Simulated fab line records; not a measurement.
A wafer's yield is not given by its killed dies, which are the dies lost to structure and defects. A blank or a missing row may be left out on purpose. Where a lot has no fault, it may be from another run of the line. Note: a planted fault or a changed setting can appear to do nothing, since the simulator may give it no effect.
Matching of chambers ; flow nandHarc ; rieDiel-02 running NHARC_P_GATE_STRIP_101: 4 sister chambers
The step strips in O2, time 20 s. 4 wafers are shown with their chamber, then 7 later ones without.

== WAFERS WITH THEIR CHAMBER ==
wafer;chamber;drypumpMotorCurrentA (A)
L085.1;2;5.9
L085.4;3;6.2
L089.1;0;5.0
L089.3;1;6.0

== WAFERS WITHOUT THEIR CHAMBER ==
wafer;drypumpMotorCurrentA (A)
L089.6;5.9
L093.1;5.1
L093.3;6.2
L093.6;6.0
L094.2;5.1
L094.4;6.2
L094.5;5.0

== EACH ONE'S CHAMBER ==
wafer;from the rows above;in truth
L089.6;can't be placed: 2 or 1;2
L093.1;0;0
L093.3;3;3
L093.6;can't be placed: 1 or 2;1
L094.2;0;0
L094.4;3;3
L094.5;0;0
Placed correctly: 5 of 7. From these rows, 2 cannot be placed; in 2 the true chamber is one of the candidates. 0 placed wrongly.
How it was worked out, from the rows above alone: a wafer's distance from a chamber is the root of the sum, over the readings, of the square of ((its reading less the chamber's mean) divided by the reading's scatter). If the next closest chamber is less than 2 further off than the closest, the wafer can't be placed; otherwise it belongs to the closest. A chamber's mean is the mean of its shown wafers. The scatter: with one shown wafer a chamber, the root of the mean of the squares of how far each hidden wafer lies from its nearest shown one.
